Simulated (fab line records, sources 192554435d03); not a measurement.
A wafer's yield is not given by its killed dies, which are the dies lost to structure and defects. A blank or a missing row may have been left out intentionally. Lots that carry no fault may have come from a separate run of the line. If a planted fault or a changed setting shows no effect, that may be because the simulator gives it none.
Comparing a struck lot with a sound one :: flow n5 finfet :: 39 steps out of a route of 1938
Sound: wafers L607.2, L607.3, L607.5. Struck: wafers L599.1, L599.5 (left out: L599.2, a lot-mate that was not struck); the cause follows at the end.
Order at every step that has rows: each side's tool, ch and its chambers, its first start. Under that, the readings that differ: sound wafers :: struck wafers :: difference of the means :: sigmas: that difference in standard deviations of wafers without a fault.
alike: same words and numbers on both sides, and readings whose means sit less than 2 such deviations apart. not compared: any withheld reading, any reading some wafer has no value for, any bound like >300 that may hide the same value, and any number with overlapping values for which the record gives no deviation.
A row with sigmas, a row that says differs or no value, or rows on one side alone: a step with any of these is where the two part. Numbers that don't overlap but have no deviation are shown without sigmas and don't part them. A reading missing from all wafers of one side parts the sides only when that side holds two or more wafers.

first, 12 steps without rows for these wafers: N5_SDB_ETCH_18 (etches SOC in N2/H2, target depth 100 nm, overetch 20 nm, time 150 s); N5_SDB_STRIP_19 (strips in N2/H2); N5_SDB_STRIP_21 (strips in CF4); N5_SDB_HM_OPEN_20 (chemistry CH3F/O2, target SiNx, stops on poly-Si, target depth 24 nm); N5_SDB_STRIP_22 (strips in N2/H2); N5_SDB_PRECLEAN_23 (cleans in dHF, time 30 s); N5_SDB_DUMMY_REMOVE_24 (chemistry TMAH, target poly-Si, stops on SiO2, target depth 142 nm, time 57 s, rinse time 30 s); N5_SDB_ETCH_25 (etches SiO2 in C4F6/O2, target depth 10 nm, time 3.3 s); N5_SDB_CUT_ETCH_26 (etches Si in HBr/Cl2/O2, target depth 129.6 nm, bt time 20 s, time 51.8 s); N5_SDB_PRECLEAN_38 (cleans in dHF, time 10 s); N5_SDB_PRECLEAN_39 (cleans in O3/DIW, time 45 s); N5_SDB_SRD_28 (time 30 s).
N5_SDB_ALD_29: deposits SiNx, target thk 30 nm, pulse time 1 s, ald cycles 600.
  sound on ald sin-01 ch 0,2, day 7 20:15; struck on ald sin-02 ch 1,3, day 5 19:37
reading: ald cycles
sound: 600 600 600
struck: 869 869
difference: +269
sigmas: 

reading: model.SiNx_of_SDB_ALD_29.thk nm (nm)
sound: 29.8 30 30.2
struck: 43.8 43.8
difference: +13.8
sigmas: 
  alike: heater power w, precursor pulse height rel
then, 23 steps without rows for these wafers: N5_SDB_CMP_30 (polishes, stops on poly-Si, t overpolish 1.54 s, target thk 30 nm); N5_DUMMY_REMOVAL_HM_STRIP_01 (strips SiNx in CH3F/O2, stops on poly-Si, target depth 4 nm, time 6.8 s); N5_DUMMY_REMOVAL_STRIP_10 (strips in N2/H2, time 40 s); N5_DUMMY_REMOVAL_PRECLEAN_07 (cleans in dHF, time 30 s); N5_DUMMY_REMOVAL_DUMMY_REMOVE_02 (chemistry TMAH, target poly-Si, stops on SiO2, target depth 142 nm, time 57 s, rinse time 30 s); N5_DUMMY_REMOVAL_PRECLEAN_08 (cleans in NF3:NH3, afs cycles 2, time 20 s, sublimation time 60 s); N5_DUMMY_REMOVAL_PRECLEAN_04 (cleans in DHF, time 37 s); N5_DUMMY_REMOVAL_SRD_05 (time 30 s); N5_HKMG_FIN_IL_REGROW_00 (material SiO2, chemistry O3, target thk 0.75 nm, time 30 s); N5_HKMG_FIN_HK_ALD_01 (deposits HfO2, target thk 1.6 nm, pulse time 3 s, purge time 3 s); N5_HKMG_FIN_HK_ANNEAL_02 (time 30 s); N5_HKMG_FIN_ALD_74 (deposits La2O3, target thk 0.5 nm, pulse time 6 s, co reactant pulse time 1 s); N5_HKMG_FIN_ALD_75 (deposits Al2O3, target thk 1 nm, co reactant pulse time 1 s); N5_HKMG_FIN_COAT_41 (time 60 s, resist thk 300 nm); N5_HKMG_FIN_COAT_42 (time 60 s, resist thk 35 nm); N5_HKMG_FIN_COAT_43 (resist thk 90 nm); N5_HKMG_FIN_EBR_45; N5_HKMG_FIN_SOFTBAKE_44 (time 60 s); N5_HKMG_FIN_EXPOSE_46 (exposes mask NDIPOLE); N5_HKMG_FIN_PEB_47 (peb time 60 s); N5_HKMG_FIN_DEVELOP_48 (develop time 30 s); N5_HKMG_FIN_DESCUM_53 (chemistry O2, time 7.9 s); N5_HKMG_FIN_ETCH_54 (etches SiARC in CF4, target depth 45.5 nm, time 75.8 s).
N5_GATE_CUT_ETCH_58: etches SiNx in CH3F/O2, target depth 17 nm, time 128.6 s.
  sound on rie diel-02 ch 2,3, day 8 09:31; struck on rie diel-03 ch 2,3, day 6 08:56
  alike: CH3F_flow_sccm, drypump motor current A, oes product au, rf vpp V, showerhead plenum p Torr, throttle valve pct
  not compared: rf hours counter h, model.SiNx_of_SDB_ALD_29.thk nm
-- here the record skips 3 days between the struck wafers' starts before and after, leaving off in module GATE_CUT and picking up in module BEOL_M4 (first step shown: number 1111 of the route) --
N5_BEOL_M4_RC_MEAS_101:
  sound on prober-01 ch 0, day 12 00:28; struck on prober-02 ch 0, day 9 13:15
  alike: DIBL_N, DIBL_P, IOFF_N, IOFF_P, ION_N, ION_P, SS_N, SS_P, VT_N, VT_P
N5_PASSIVATION_PROBE_49:
  sound wafers here have rows in the record (prober-01, day 16 14:53); struck ones have none

== WHERE THEY PART ==
Only at N5_PASSIVATION_PROBE_49, within this record.

WHY: whatever the simulator had introduced
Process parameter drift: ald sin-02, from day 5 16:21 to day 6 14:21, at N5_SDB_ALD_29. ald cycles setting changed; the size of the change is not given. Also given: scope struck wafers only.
